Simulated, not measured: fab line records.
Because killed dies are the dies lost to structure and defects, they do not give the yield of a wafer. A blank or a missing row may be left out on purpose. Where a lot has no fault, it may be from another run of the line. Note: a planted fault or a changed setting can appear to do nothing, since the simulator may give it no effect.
Which tool was responsible? || flow nand harc || Sampling: 24 lots, 72 wafers, 6 of 1302 route steps

== WHAT EACH GAUGE READ, for each wafer ==
The record lacks any reading of a measuring or inspecting step that a usual standard deviation could be used to judge.

== WHAT TOOL EACH LOT RAN ON (gives the tool, then ch and the chambers of the sampled wafers, and finally the start) ==
{"lot": "L074", "NHARC_A_CONTACT_ETCH_102": "rie diel-02 ch 0,2, day 21 06:11", "NHARC_A_CONTACT_ETCH_126": "har cap etch-03 ch 0,1, day 21 15:12", "NHARC_A_CONTACT_ETCH_106": "rie diel-02 ch 0,1,2, day 21 17:44", "NHARC_A_CONTACT_DEP_84": "acl dep-03 ch 0, day 21 18:50", "NHARC_A_CONTACT_DEP_85": "pecvd-03 ch 0,2, day 21 20:42", "NHARC_A_CONTACT_ETCH_136": "har cap etch-03 ch 0,1, day 21 23:04"}
{"lot": "L075", "NHARC_A_CONTACT_ETCH_102": "rie diel-13 ch 0,2,3, day 22 00:25", "NHARC_A_CONTACT_ETCH_126": "har cap etch-03 ch 0,1, day 22 10:04", "NHARC_A_CONTACT_ETCH_106": "rie diel-02 ch 0,1,2, day 22 12:37", "NHARC_A_CONTACT_DEP_84": "acl dep-03 ch 0, day 22 15:08", "NHARC_A_CONTACT_DEP_85": "pecvd-01 ch 0,2, day 22 16:35", "NHARC_A_CONTACT_ETCH_136": "har cap etch-02 ch 0,1, day 22 19:00"}
{"lot": "L076", "NHARC_A_CONTACT_ETCH_102": "rie diel-02 ch 0,2,3, day 22 11:22", "NHARC_A_CONTACT_ETCH_126": "har cap etch-01 ch 0,1, day 22 18:03", "NHARC_A_CONTACT_ETCH_106": "rie diel-01 ch 1,2,3, day 22 20:56", "NHARC_A_CONTACT_DEP_84": "acl dep-02 ch 0, day 22 21:37", "NHARC_A_CONTACT_DEP_85": "pecvd-04 ch 1,2, day 22 23:22", "NHARC_A_CONTACT_ETCH_136": "har cap etch-02 ch 0,1, day 23 01:47"}
{"lot": "L077", "NHARC_A_CONTACT_ETCH_102": "rie diel-02 ch 0,2, day 23 02:01", "NHARC_A_CONTACT_ETCH_126": "har cap etch-03 ch 0,1, day 23 08:55", "NHARC_A_CONTACT_ETCH_106": "rie diel-02 ch 2,3, day 23 11:31", "NHARC_A_CONTACT_DEP_84": "acl dep-01 ch 0, day 23 12:28", "NHARC_A_CONTACT_DEP_85": "pecvd-03 ch 0,1,2, day 23 14:04", "NHARC_A_CONTACT_ETCH_136": "har cap etch-03 ch 0,1, day 23 16:25"}
{"lot": "L078", "NHARC_A_CONTACT_ETCH_102": "rie diel-02 ch 0,1,2, day 23 03:32", "NHARC_A_CONTACT_ETCH_126": "har cap etch-01 ch 0,1, day 23 10:23", "NHARC_A_CONTACT_ETCH_106": "rie diel-02 ch 1,2,3, day 23 12:56", "NHARC_A_CONTACT_DEP_84": "acl dep-02 ch 0, day 23 13:50", "NHARC_A_CONTACT_DEP_85": "pecvd-01 ch 0,1,2, day 23 15:35", "NHARC_A_CONTACT_ETCH_136": "har cap etch-01 ch 0,1, day 23 17:58"}
{"lot": "L080", "NHARC_A_CONTACT_ETCH_102": "rie diel-01 ch 0,2,3, day 23 19:04", "NHARC_A_CONTACT_ETCH_126": "har cap etch-02 ch 0,1, day 24 04:54", "NHARC_A_CONTACT_ETCH_106": "rie diel-13 ch 0,2,3, day 24 07:26", "NHARC_A_CONTACT_DEP_84": "acl dep-02 ch 0, day 24 10:26", "NHARC_A_CONTACT_DEP_85": "pecvd-01 ch 0,2, day 24 12:12", "NHARC_A_CONTACT_ETCH_136": "har cap etch-03 ch 0,1, day 24 14:46"}
{"lot": "L079", "NHARC_A_CONTACT_ETCH_102": "rie diel-01 ch 1,3, day 23 23:07", "NHARC_A_CONTACT_ETCH_126": "har cap etch-01 ch 0,1, day 24 06:03", "NHARC_A_CONTACT_ETCH_106": "rie diel-02 ch 0,1,2, day 24 08:33", "NHARC_A_CONTACT_DEP_84": "acl dep-02 ch 0, day 24 12:09", "NHARC_A_CONTACT_DEP_85": "pecvd-03 ch 1,2, day 24 13:54", "NHARC_A_CONTACT_ETCH_136": "har cap etch-02 ch 0,1, day 24 16:26"}
{"lot": "L082", "NHARC_A_CONTACT_ETCH_102": "rie diel-01 ch 0,3, day 24 22:59", "NHARC_A_CONTACT_ETCH_126": "har cap etch-02 ch 1, day 25 06:09", "NHARC_A_CONTACT_ETCH_106": "rie diel-02 ch 1,2,3, day 25 08:41", "NHARC_A_CONTACT_DEP_84": "acl dep-01 ch 0, day 25 09:38", "NHARC_A_CONTACT_DEP_85": "pecvd-03 ch 0,2, day 25 11:07", "NHARC_A_CONTACT_ETCH_136": "har cap etch-03 ch 1, day 25 13:29"}
{"lot": "L081", "NHARC_A_CONTACT_ETCH_102": "rie diel-01 ch 0,2, day 25 03:10", "NHARC_A_CONTACT_ETCH_126": "har cap etch-01 ch 0,1, day 25 09:47", "NHARC_A_CONTACT_ETCH_106": "rie diel-02 ch 0,1,2, day 25 12:54", "NHARC_A_CONTACT_DEP_84": "acl dep-03 ch 0, day 25 14:19", "NHARC_A_CONTACT_DEP_85": "pecvd-03 ch 0,2, day 25 16:01", "NHARC_A_CONTACT_ETCH_136": "har cap etch-01 ch 0,1, day 25 18:41"}
{"lot": "L083", "NHARC_A_CONTACT_ETCH_102": "rie diel-02 ch 0,2, day 25 20:44", "NHARC_A_CONTACT_ETCH_126": "har cap etch-01 ch 0,1, day 26 04:09", "NHARC_A_CONTACT_ETCH_106": "rie diel-13 ch 0,1,3, day 26 07:10", "NHARC_A_CONTACT_DEP_84": "acl dep-03 ch 0, day 26 09:48", "NHARC_A_CONTACT_DEP_85": "pecvd-03 ch 0,1,2, day 26 10:58", "NHARC_A_CONTACT_ETCH_136": "har cap etch-03 ch 0,1, day 26 13:35"}
{"lot": "L085", "NHARC_A_CONTACT_ETCH_102": "rie diel-01 ch 1,3, day 25 23:32", "NHARC_A_CONTACT_ETCH_126": "har cap etch-03 ch 0,1, day 26 06:14", "NHARC_A_CONTACT_ETCH_106": "rie diel-02 ch 1,2,3, day 26 08:56", "NHARC_A_CONTACT_DEP_84": "acl dep-03 ch 0, day 26 12:47", "NHARC_A_CONTACT_DEP_85": "pecvd-01 ch 1,2, day 26 14:32", "NHARC_A_CONTACT_ETCH_136": "har cap etch-02 ch 0,1, day 26 17:07"}
{"lot": "L084", "NHARC_A_CONTACT_ETCH_102": "rie diel-01 ch 0,2,3, day 26 00:22", "NHARC_A_CONTACT_ETCH_126": "har cap etch-02 ch 0,1, day 26 07:05", "NHARC_A_CONTACT_ETCH_106": "rie diel-02 ch 0,1,2, day 26 09:37", "NHARC_A_CONTACT_DEP_84": "acl dep-01 ch 0, day 26 13:35", "NHARC_A_CONTACT_DEP_85": "pecvd-01 ch 1,2, day 26 15:20", "NHARC_A_CONTACT_ETCH_136": "har cap etch-01 ch 0,1, day 26 17:56"}
{"lot": "L086", "NHARC_A_CONTACT_ETCH_102": "rie diel-02 ch 0,1,2, day 26 11:41", "NHARC_A_CONTACT_ETCH_126": "har cap etch-03 ch 0,1, day 26 22:53", "NHARC_A_CONTACT_ETCH_106": "rie diel-02 ch 1,2, day 27 01:29", "NHARC_A_CONTACT_DEP_84": "acl dep-01 ch 0, day 27 02:13", "NHARC_A_CONTACT_DEP_85": "pecvd-03 ch 1,2, day 27 03:58", "NHARC_A_CONTACT_ETCH_136": "har cap etch-01 ch 0,1, day 27 06:32"}
{"lot": "L088", "NHARC_A_CONTACT_ETCH_102": "rie diel-01 ch 0,2,3, day 27 07:39", "NHARC_A_CONTACT_ETCH_126": "har cap etch-03 ch 0,1, day 27 14:25", "NHARC_A_CONTACT_ETCH_106": "rie diel-13 ch 1,2,3, day 27 16:56", "NHARC_A_CONTACT_DEP_84": "acl dep-03 ch 0, day 27 17:38", "NHARC_A_CONTACT_DEP_85": "pecvd-01 ch 0,1, day 27 19:22", "NHARC_A_CONTACT_ETCH_136": "har cap etch-01 ch 0,1, day 27 22:09"}
{"lot": "L087", "NHARC_A_CONTACT_ETCH_102": "rie diel-02 ch 0,2,3, day 27 21:04", "NHARC_A_CONTACT_ETCH_126": "har cap etch-02 ch 0,1, day 28 05:17", "NHARC_A_CONTACT_ETCH_106": "rie diel-01 ch 0,1,2, day 28 07:44", "NHARC_A_CONTACT_DEP_84": "acl dep-03 ch 0, day 28 08:58", "NHARC_A_CONTACT_DEP_85": "pecvd-03 ch 1,2, day 28 10:09", "NHARC_A_CONTACT_ETCH_136": "har cap etch-02 ch 0,1, day 28 13:03"}
{"lot": "L090", "NHARC_A_CONTACT_ETCH_102": "rie diel-02 ch 1,2, day 28 03:11", "NHARC_A_CONTACT_ETCH_126": "har cap etch-03 ch 0,1, day 28 10:13", "NHARC_A_CONTACT_ETCH_106": "rie diel-02 ch 1,3, day 28 12:46", "NHARC_A_CONTACT_DEP_84": "acl dep-02 ch 0, day 28 14:58", "NHARC_A_CONTACT_DEP_85": "pecvd-04 ch 0,1, day 28 16:43", "NHARC_A_CONTACT_ETCH_136": "har cap etch-03 ch 0,1, day 28 19:14"}
{"lot": "L089", "NHARC_A_CONTACT_ETCH_102": "rie diel-02 ch 1,3, day 28 11:15", "NHARC_A_CONTACT_ETCH_126": "har cap etch-01 ch 0,1, day 28 18:05", "NHARC_A_CONTACT_ETCH_106": "rie diel-02 ch 0,1,3, day 28 20:35", "NHARC_A_CONTACT_DEP_84": "acl dep-01 ch 0, day 29 01:40", "NHARC_A_CONTACT_DEP_85": "pecvd-04 ch 0,1, day 29 03:27", "NHARC_A_CONTACT_ETCH_136": "har cap etch-03 ch 0,1, day 29 05:54"}
{"lot": "L091", "NHARC_A_CONTACT_ETCH_102": "rie diel-02 ch 1,2,3, day 29 02:22", "NHARC_A_CONTACT_ETCH_126": "har cap etch-02 ch 0,1, day 29 09:34", "NHARC_A_CONTACT_ETCH_106": "rie diel-02 ch 0,1,3, day 29 12:38", "NHARC_A_CONTACT_DEP_84": "acl dep-02 ch 0, day 29 14:09", "NHARC_A_CONTACT_DEP_85": "pecvd-01 ch 0,1,2, day 29 15:35", "NHARC_A_CONTACT_ETCH_136": "har cap etch-01 ch 0,1, day 29 18:05"}
{"lot": "L092", "NHARC_A_CONTACT_ETCH_102": "rie diel-02 ch 0,2,3, day 29 03:08", "NHARC_A_CONTACT_ETCH_126": "har cap etch-01 ch 0,1, day 29 10:40", "NHARC_A_CONTACT_ETCH_106": "rie diel-01 ch 1,3, day 29 13:20", "NHARC_A_CONTACT_DEP_84": "acl dep-03 ch 0, day 29 14:00", "NHARC_A_CONTACT_DEP_85": "pecvd-03 ch 1,2, day 29 15:47", "NHARC_A_CONTACT_ETCH_136": "har cap etch-03 ch 0,1, day 29 18:17"}
{"lot": "L093", "NHARC_A_CONTACT_ETCH_102": "rie diel-13 ch 0,2,3, day 29 18:24", "NHARC_A_CONTACT_ETCH_126": "har cap etch-01 ch 0,1, day 30 01:10", "NHARC_A_CONTACT_ETCH_106": "rie diel-01 ch 1,2, day 30 03:50", "NHARC_A_CONTACT_DEP_84": "acl dep-03 ch 0, day 30 06:23", "NHARC_A_CONTACT_DEP_85": "pecvd-04 ch 0,1,2, day 30 07:36", "NHARC_A_CONTACT_ETCH_136": "har cap etch-01 ch 0,1, day 30 10:27"}
{"lot": "L094", "NHARC_A_CONTACT_ETCH_102": "rie diel-13 ch 0,1,2, day 29 20:13", "NHARC_A_CONTACT_ETCH_126": "har cap etch-03 ch 0,1, day 30 02:59", "NHARC_A_CONTACT_ETCH_106": "rie diel-02 ch 0,1,2, day 30 05:34", "NHARC_A_CONTACT_DEP_84": "acl dep-03 ch 0, day 30 07:31", "NHARC_A_CONTACT_DEP_85": "pecvd-03 ch 1,2, day 30 09:16", "NHARC_A_CONTACT_ETCH_136": "har cap etch-03 ch 0,1, day 30 11:59"}
{"lot": "L095", "NHARC_A_CONTACT_ETCH_102": "rie diel-02 ch 0,1,2, day 30 07:41", "NHARC_A_CONTACT_ETCH_126": "har cap etch-02 ch 0,1, day 30 14:34", "NHARC_A_CONTACT_ETCH_106": "rie diel-02 ch 1,2,3, day 30 17:06", "NHARC_A_CONTACT_DEP_84": "acl dep-02 ch 0, day 30 18:17", "NHARC_A_CONTACT_DEP_85": "pecvd-03 ch 1,2, day 30 20:01", "NHARC_A_CONTACT_ETCH_136": "har cap etch-02 ch 0,1, day 30 22:29"}
{"lot": "L096", "NHARC_A_CONTACT_ETCH_102": "rie diel-02 ch 1,2,3, day 30 19:50", "NHARC_A_CONTACT_ETCH_126": "har cap etch-01 ch 0,1, day 31 02:37", "NHARC_A_CONTACT_ETCH_106": "rie diel-13 ch 0,2, day 31 05:05", "NHARC_A_CONTACT_DEP_84": "acl dep-01 ch 0, day 31 06:44", "NHARC_A_CONTACT_DEP_85": "pecvd-03 ch 0,2, day 31 07:59", "NHARC_A_CONTACT_ETCH_136": "har cap etch-01 ch 0,1, day 31 10:24"}
{"lot": "L097", "NHARC_A_CONTACT_ETCH_102": "rie diel-02 ch 1,3, day 30 20:10", "NHARC_A_CONTACT_ETCH_126": "har cap etch-03 ch 0,1, day 31 02:56", "NHARC_A_CONTACT_ETCH_106": "rie diel-13 ch 1,3, day 31 05:37", "NHARC_A_CONTACT_DEP_84": "acl dep-02 ch 0, day 31 06:32", "NHARC_A_CONTACT_DEP_85": "pecvd-03 ch 0,1, day 31 08:19", "NHARC_A_CONTACT_ETCH_136": "har cap etch-03 ch 0,1, day 31 10:53"}
- NHARC_A_CONTACT_ETCH_102: etches the open film in CF4/O2, target depth 100 nm, overetch 10 nm, time 55 s.
- NHARC_A_CONTACT_ETCH_126: etches the open film in C4F8/O2/Ar, time 197 s, target depth 1918 nm.
- NHARC_A_CONTACT_ETCH_106: etches the open film in CF4/O2, target depth 90 nm, overetch 9 nm, time 49.5 s.
- NHARC_A_CONTACT_DEP_84: deposits aC, target thk 2800 nm.
- NHARC_A_CONTACT_DEP_85: deposits SiON, target thk 60 nm.
- NHARC_A_CONTACT_ETCH_136: etches the open film in C4F8/O2/Ar, time 311 s, target depth 1912 nm.

== AS READ BY THE TOOLS THEMSELVES (means over the sampled wafers that have a number; for cases with no such wafer, the mark the record gives instead) ==
NHARC_A_CONTACT_ETCH_102.
{"lot": "L074", "tool": "rie diel-02", "drypump motor current A (A)": 5.0, "oes product au (a.u.)": 1.001, "rf vpp V (V)": 196.8, "showerhead plenum p Torr (Torr)": 1.31, "throttle valve pct (%)": 13.412}
{"lot": "L075", "tool": "rie diel-13", "drypump motor current A (A)": 5.7, "oes product au (a.u.)": 1.000, "rf vpp V (V)": 198.8, "showerhead plenum p Torr (Torr)": 1.37, "throttle valve pct (%)": 13.402}
{"lot": "L076", "tool": "rie diel-02", "drypump motor current A (A)": 5.5, "oes product au (a.u.)": 1.001, "rf vpp V (V)": 196.9, "showerhead plenum p Torr (Torr)": 1.29, "throttle valve pct (%)": 13.412}
{"lot": "L077", "tool": "rie diel-02", "drypump motor current A (A)": 5.1, "oes product au (a.u.)": 1.017, "rf vpp V (V)": 197.2, "showerhead plenum p Torr (Torr)": 1.27, "throttle valve pct (%)": 13.388}
{"lot": "L078", "tool": "rie diel-02", "drypump motor current A (A)": 5.2, "oes product au (a.u.)": 1.015, "rf vpp V (V)": 197.1, "showerhead plenum p Torr (Torr)": 1.30, "throttle valve pct (%)": 13.403}
{"lot": "L080", "tool": "rie diel-01", "drypump motor current A (A)": 5.6, "oes product au (a.u.)": 1.015, "rf vpp V (V)": 197.3, "showerhead plenum p Torr (Torr)": 1.35, "throttle valve pct (%)": 13.398}
{"lot": "L079", "tool": "rie diel-01", "drypump motor current A (A)": 5.6, "oes product au (a.u.)": 1.002, "rf vpp V (V)": 198.8, "showerhead plenum p Torr (Torr)": 1.35, "throttle valve pct (%)": 13.397}
{"lot": "L082", "tool": "rie diel-01", "drypump motor current A (A)": 5.2, "oes product au (a.u.)": 0.997, "rf vpp V (V)": 197.6, "showerhead plenum p Torr (Torr)": 1.36, "throttle valve pct (%)": 13.392}
{"lot": "L081", "tool": "rie diel-01", "drypump motor current A (A)": 6.0, "oes product au (a.u.)": 1.003, "rf vpp V (V)": 197.8, "showerhead plenum p Torr (Torr)": 1.34, "throttle valve pct (%)": 13.397}
{"lot": "L083", "tool": "rie diel-02", "drypump motor current A (A)": 5.0, "oes product au (a.u.)": 1.010, "rf vpp V (V)": 199.0, "showerhead plenum p Torr (Torr)": 1.38, "throttle valve pct (%)": 13.390}
{"lot": "L085", "tool": "rie diel-01", "drypump motor current A (A)": 5.6, "oes product au (a.u.)": 0.993, "rf vpp V (V)": 198.6, "showerhead plenum p Torr (Torr)": 1.35, "throttle valve pct (%)": 13.392}
{"lot": "L084", "tool": "rie diel-01", "drypump motor current A (A)": 5.6, "oes product au (a.u.)": 0.999, "rf vpp V (V)": 198.7, "showerhead plenum p Torr (Torr)": 1.35, "throttle valve pct (%)": 13.396}
{"lot": "L086", "tool": "rie diel-02", "drypump motor current A (A)": 5.3, "oes product au (a.u.)": 1.015, "rf vpp V (V)": 198.5, "showerhead plenum p Torr (Torr)": 1.37, "throttle valve pct (%)": 13.397}
{"lot": "L088", "tool": "rie diel-01", "drypump motor current A (A)": 5.7, "oes product au (a.u.)": 0.996, "rf vpp V (V)": 197.1, "showerhead plenum p Torr (Torr)": 1.34, "throttle valve pct (%)": 13.404}
{"lot": "L087", "tool": "rie diel-02", "drypump motor current A (A)": 5.5, "oes product au (a.u.)": 1.004, "rf vpp V (V)": 199.0, "showerhead plenum p Torr (Torr)": 1.36, "throttle valve pct (%)": 13.400}
{"lot": "L090", "tool": "rie diel-02", "drypump motor current A (A)": 5.4, "oes product au (a.u.)": 0.998, "rf vpp V (V)": 199.4, "showerhead plenum p Torr (Torr)": 1.40, "throttle valve pct (%)": 13.400}
{"lot": "L089", "tool": "rie diel-02", "drypump motor current A (A)": 6.0, "oes product au (a.u.)": 1.007, "rf vpp V (V)": 197.2, "showerhead plenum p Torr (Torr)": 1.32, "throttle valve pct (%)": 13.404}
{"lot": "L091", "tool": "rie diel-02", "drypump motor current A (A)": 5.8, "oes product au (a.u.)": 1.001, "rf vpp V (V)": 198.4, "showerhead plenum p Torr (Torr)": 1.36, "throttle valve pct (%)": 13.401}
{"lot": "L092", "tool": "rie diel-02", "drypump motor current A (A)": 5.5, "oes product au (a.u.)": 1.018, "rf vpp V (V)": 197.9, "showerhead plenum p Torr (Torr)": 1.36, "throttle valve pct (%)": 13.397}
{"lot": "L093", "tool": "rie diel-13", "drypump motor current A (A)": 5.7, "oes product au (a.u.)": 0.993, "rf vpp V (V)": 198.3, "showerhead plenum p Torr (Torr)": 1.36, "throttle valve pct (%)": 13.394}
{"lot": "L094", "tool": "rie diel-13", "drypump motor current A (A)": 5.9, "oes product au (a.u.)": 0.988, "rf vpp V (V)": 197.9, "showerhead plenum p Torr (Torr)": 1.36, "throttle valve pct (%)": 13.395}
{"lot": "L095", "tool": "rie diel-02", "drypump motor current A (A)": 5.3, "oes product au (a.u.)": 1.011, "rf vpp V (V)": 199.2, "showerhead plenum p Torr (Torr)": 1.37, "throttle valve pct (%)": 13.399}
{"lot": "L096", "tool": "rie diel-02", "drypump motor current A (A)": 5.8, "oes product au (a.u.)": 1.004, "rf vpp V (V)": 197.2, "showerhead plenum p Torr (Torr)": 1.36, "throttle valve pct (%)": 13.392}
{"lot": "L097", "tool": "rie diel-02", "drypump motor current A (A)": 6.0, "oes product au (a.u.)": 1.005, "rf vpp V (V)": 197.4, "showerhead plenum p Torr (Torr)": 1.32, "throttle valve pct (%)": 13.403}

NHARC_A_CONTACT_ETCH_106.
{"lot": "L074", "tool": "rie diel-02", "drypump motor current A (A)": 5.3, "oes product au (a.u.)": 1.007, "rf vpp V (V)": 197.2, "showerhead plenum p Torr (Torr)": 1.30, "throttle valve pct (%)": 13.386}
{"lot": "L075", "tool": "rie diel-02", "drypump motor current A (A)": 5.3, "oes product au (a.u.)": 1.006, "rf vpp V (V)": 196.7, "showerhead plenum p Torr (Torr)": 1.30, "throttle valve pct (%)": 13.400}
{"lot": "L076", "tool": "rie diel-01", "drypump motor current A (A)": 5.8, "oes product au (a.u.)": 1.009, "rf vpp V (V)": 197.7, "showerhead plenum p Torr (Torr)": 1.34, "throttle valve pct (%)": 13.393}
{"lot": "L077", "tool": "rie diel-02", "drypump motor current A (A)": 6.0, "oes product au (a.u.)": 0.997, "rf vpp V (V)": 196.5, "showerhead plenum p Torr (Torr)": 1.28, "throttle valve pct (%)": 13.404}
{"lot": "L078", "tool": "rie diel-02", "drypump motor current A (A)": 5.8, "oes product au (a.u.)": 1.007, "rf vpp V (V)": 197.0, "showerhead plenum p Torr (Torr)": 1.29, "throttle valve pct (%)": 13.398}
{"lot": "L080", "tool": "rie diel-13", "drypump motor current A (A)": 5.7, "oes product au (a.u.)": 0.998, "rf vpp V (V)": 198.1, "showerhead plenum p Torr (Torr)": 1.37, "throttle valve pct (%)": 13.397}
{"lot": "L079", "tool": "rie diel-02", "drypump motor current A (A)": 5.3, "oes product au (a.u.)": 1.022, "rf vpp V (V)": 196.2, "showerhead plenum p Torr (Torr)": 1.30, "throttle valve pct (%)": 13.409}
{"lot": "L082", "tool": "rie diel-02", "drypump motor current A (A)": 5.8, "oes product au (a.u.)": 1.008, "rf vpp V (V)": 199.2, "showerhead plenum p Torr (Torr)": 1.36, "throttle valve pct (%)": 13.394}
{"lot": "L081", "tool": "rie diel-02", "drypump motor current A (A)": 5.3, "oes product au (a.u.)": 1.006, "rf vpp V (V)": 197.6, "showerhead plenum p Torr (Torr)": 1.37, "throttle valve pct (%)": 13.396}
{"lot": "L083", "tool": "rie diel-13", "drypump motor current A (A)": 6.1, "oes product au (a.u.)": 1.006, "rf vpp V (V)": 199.7, "showerhead plenum p Torr (Torr)": 1.42, "throttle valve pct (%)": 13.399}
{"lot": "L085", "tool": "rie diel-02", "drypump motor current A (A)": 5.8, "oes product au (a.u.)": 1.006, "rf vpp V (V)": 198.8, "showerhead plenum p Torr (Torr)": 1.36, "throttle valve pct (%)": 13.401}
{"lot": "L084", "tool": "rie diel-02", "drypump motor current A (A)": 5.3, "oes product au (a.u.)": 1.006, "rf vpp V (V)": 197.9, "showerhead plenum p Torr (Torr)": 1.37, "throttle valve pct (%)": 13.405}
{"lot": "L086", "tool": "rie diel-02", "drypump motor current A (A)": 5.5, "oes product au (a.u.)": 1.012, "rf vpp V (V)": 197.6, "showerhead plenum p Torr (Torr)": 1.36, "throttle valve pct (%)": 13.404}
{"lot": "L088", "tool": "rie diel-13", "drypump motor current A (A)": 5.9, "oes product au (a.u.)": 0.998, "rf vpp V (V)": 198.9, "showerhead plenum p Torr (Torr)": 1.37, "throttle valve pct (%)": 13.398}
{"lot": "L087", "tool": "rie diel-01", "drypump motor current A (A)": 5.8, "oes product au (a.u.)": 0.995, "rf vpp V (V)": 198.5, "showerhead plenum p Torr (Torr)": 1.35, "throttle valve pct (%)": 13.397}
{"lot": "L090", "tool": "rie diel-02", "drypump motor current A (A)": 6.0, "oes product au (a.u.)": 1.007, "rf vpp V (V)": 197.0, "showerhead plenum p Torr (Torr)": 1.32, "throttle valve pct (%)": 13.388}
{"lot": "L089", "tool": "rie diel-02", "drypump motor current A (A)": 5.7, "oes product au (a.u.)": 1.014, "rf vpp V (V)": 198.1, "showerhead plenum p Torr (Torr)": 1.32, "throttle valve pct (%)": 13.397}
{"lot": "L091", "tool": "rie diel-02", "drypump motor current A (A)": 5.7, "oes product au (a.u.)": 1.015, "rf vpp V (V)": 197.8, "showerhead plenum p Torr (Torr)": 1.32, "throttle valve pct (%)": 13.389}
{"lot": "L092", "tool": "rie diel-01", "drypump motor current A (A)": 5.5, "oes product au (a.u.)": 0.994, "rf vpp V (V)": 198.2, "showerhead plenum p Torr (Torr)": 1.35, "throttle valve pct (%)": 13.385}
{"lot": "L093", "tool": "rie diel-01", "drypump motor current A (A)": 6.0, "oes product au (a.u.)": 1.002, "rf vpp V (V)": 197.3, "showerhead plenum p Torr (Torr)": 1.33, "throttle valve pct (%)": 13.400}
{"lot": "L094", "tool": "rie diel-02", "drypump motor current A (A)": 5.3, "oes product au (a.u.)": 1.007, "rf vpp V (V)": 198.0, "showerhead plenum p Torr (Torr)": 1.37, "throttle valve pct (%)": 13.397}
{"lot": "L095", "tool": "rie diel-02", "drypump motor current A (A)": 5.8, "oes product au (a.u.)": 1.005, "rf vpp V (V)": 198.4, "showerhead plenum p Torr (Torr)": 1.36, "throttle valve pct (%)": 13.396}
{"lot": "L096", "tool": "rie diel-13", "drypump motor current A (A)": 5.7, "oes product au (a.u.)": 0.987, "rf vpp V (V)": 197.7, "showerhead plenum p Torr (Torr)": 1.35, "throttle valve pct (%)": 13.393}
{"lot": "L097", "tool": "rie diel-13", "drypump motor current A (A)": 6.3, "oes product au (a.u.)": 0.994, "rf vpp V (V)": 199.3, "showerhead plenum p Torr (Torr)": 1.42, "throttle valve pct (%)": 13.401}

NHARC_A_CONTACT_DEP_84.
{"lot": "L074", "tool": "acl dep-03", "throttle valve pct (%)": 34.998}
{"lot": "L075", "tool": "acl dep-03", "throttle valve pct (%)": 34.995}
{"lot": "L076", "tool": "acl dep-02", "throttle valve pct (%)": 34.999}
{"lot": "L077", "tool": "acl dep-01", "throttle valve pct (%)": 34.999}
{"lot": "L078", "tool": "acl dep-02", "throttle valve pct (%)": 35.007}
{"lot": "L080", "tool": "acl dep-02", "throttle valve pct (%)": 34.994}
{"lot": "L079", "tool": "acl dep-02", "throttle valve pct (%)": 35.004}
{"lot": "L082", "tool": "acl dep-01", "throttle valve pct (%)": 35.000}
{"lot": "L081", "tool": "acl dep-03", "throttle valve pct (%)": 35.008}
{"lot": "L083", "tool": "acl dep-03", "throttle valve pct (%)": 35.003}
{"lot": "L085", "tool": "acl dep-03", "throttle valve pct (%)": 34.997}
{"lot": "L084", "tool": "acl dep-01", "throttle valve pct (%)": 35.003}
{"lot": "L086", "tool": "acl dep-01", "throttle valve pct (%)": 35.003}
{"lot": "L088", "tool": "acl dep-03", "throttle valve pct (%)": 35.012}
{"lot": "L087", "tool": "acl dep-03", "throttle valve pct (%)": 34.998}
{"lot": "L090", "tool": "acl dep-02", "throttle valve pct (%)": 34.999}
{"lot": "L089", "tool": "acl dep-01", "throttle valve pct (%)": 34.998}
{"lot": "L091", "tool": "acl dep-02", "throttle valve pct (%)": 34.992}
{"lot": "L092", "tool": "acl dep-03", "throttle valve pct (%)": 34.999}
{"lot": "L093", "tool": "acl dep-03", "throttle valve pct (%)": 35.005}
{"lot": "L094", "tool": "acl dep-03", "throttle valve pct (%)": 35.005}
{"lot": "L095", "tool": "acl dep-02", "throttle valve pct (%)": 35.004}
{"lot": "L096", "tool": "acl dep-01", "throttle valve pct (%)": 34.999}
{"lot": "L097", "tool": "acl dep-02", "throttle valve pct (%)": 35.002}

NHARC_A_CONTACT_DEP_85.
{"lot": "L074", "tool": "pecvd-03", "chamber pressure Torr (Torr)": 3.504, "heater power w (W)": 902}
{"lot": "L075", "tool": "pecvd-01", "chamber pressure Torr (Torr)": 3.499, "heater power w (W)": 856}
{"lot": "L076", "tool": "pecvd-04", "chamber pressure Torr (Torr)": 3.498, "heater power w (W)": 665}
{"lot": "L077", "tool": "pecvd-03", "chamber pressure Torr (Torr)": 3.497, "heater power w (W)": 829}
{"lot": "L078", "tool": "pecvd-01", "chamber pressure Torr (Torr)": 3.499, "heater power w (W)": 818}
{"lot": "L080", "tool": "pecvd-01", "chamber pressure Torr (Torr)": 3.503, "heater power w (W)": 812}
{"lot": "L079", "tool": "pecvd-03", "chamber pressure Torr (Torr)": 3.490, "heater power w (W)": 762}
{"lot": "L082", "tool": "pecvd-03", "chamber pressure Torr (Torr)": 3.497, "heater power w (W)": 876}
{"lot": "L081", "tool": "pecvd-03", "chamber pressure Torr (Torr)": 3.492, "heater power w (W)": 907}
{"lot": "L083", "tool": "pecvd-03", "chamber pressure Torr (Torr)": 3.493, "heater power w (W)": 789}
{"lot": "L085", "tool": "pecvd-01", "chamber pressure Torr (Torr)": 3.498, "heater power w (W)": 777}
{"lot": "L084", "tool": "pecvd-01", "chamber pressure Torr (Torr)": 3.501, "heater power w (W)": 790}
{"lot": "L086", "tool": "pecvd-03", "chamber pressure Torr (Torr)": 3.503, "heater power w (W)": 804}
{"lot": "L088", "tool": "pecvd-01", "chamber pressure Torr (Torr)": 3.496, "heater power w (W)": 783}
{"lot": "L087", "tool": "pecvd-03", "chamber pressure Torr (Torr)": 3.504, "heater power w (W)": 819}
{"lot": "L090", "tool": "pecvd-04", "chamber pressure Torr (Torr)": 3.502, "heater power w (W)": 664}
{"lot": "L089", "tool": "pecvd-04", "chamber pressure Torr (Torr)": 3.504, "heater power w (W)": 673}
{"lot": "L091", "tool": "pecvd-01", "chamber pressure Torr (Torr)": 3.497, "heater power w (W)": 774}
{"lot": "L092", "tool": "pecvd-03", "chamber pressure Torr (Torr)": 3.499, "heater power w (W)": 791}
{"lot": "L093", "tool": "pecvd-04", "chamber pressure Torr (Torr)": 3.501, "heater power w (W)": 686}
{"lot": "L094", "tool": "pecvd-03", "chamber pressure Torr (Torr)": 3.500, "heater power w (W)": 769}
{"lot": "L095", "tool": "pecvd-03", "chamber pressure Torr (Torr)": 3.495, "heater power w (W)": 841}
{"lot": "L096", "tool": "pecvd-03", "chamber pressure Torr (Torr)": 3.502, "heater power w (W)": 863}
{"lot": "L097", "tool": "pecvd-03", "chamber pressure Torr (Torr)": 3.499, "heater power w (W)": 835}

== THE ANSWER, worked out from the rows above alone ==
Rule: the usual values come from the lots themselves. The widest of any qualifying gaps counts: lots, ordered by their means at a reading, are off when they make up no more than a third of the lots, leave a main group of 4 or more, and stand apart from it by 3 or more times the standard deviation of that group's means. If all means in a main group match to the digits the tables above print for the reading, that group is not used. Also off: a lot with no number at a reading for which 4 or more lots have one. Where the step has rows for the other lots, those lots are counted as sound. First the gauges in route order, then the tools' own readings, where a lot's mean is used as printed above. At the first step where some lot is off, the reading lying furthest off is the one used; lots without a number count as furthest.
No lot is off at any reading shown: from this, nothing can be told.

== WHAT WAS PUT IN BY THE SIMULATOR ==
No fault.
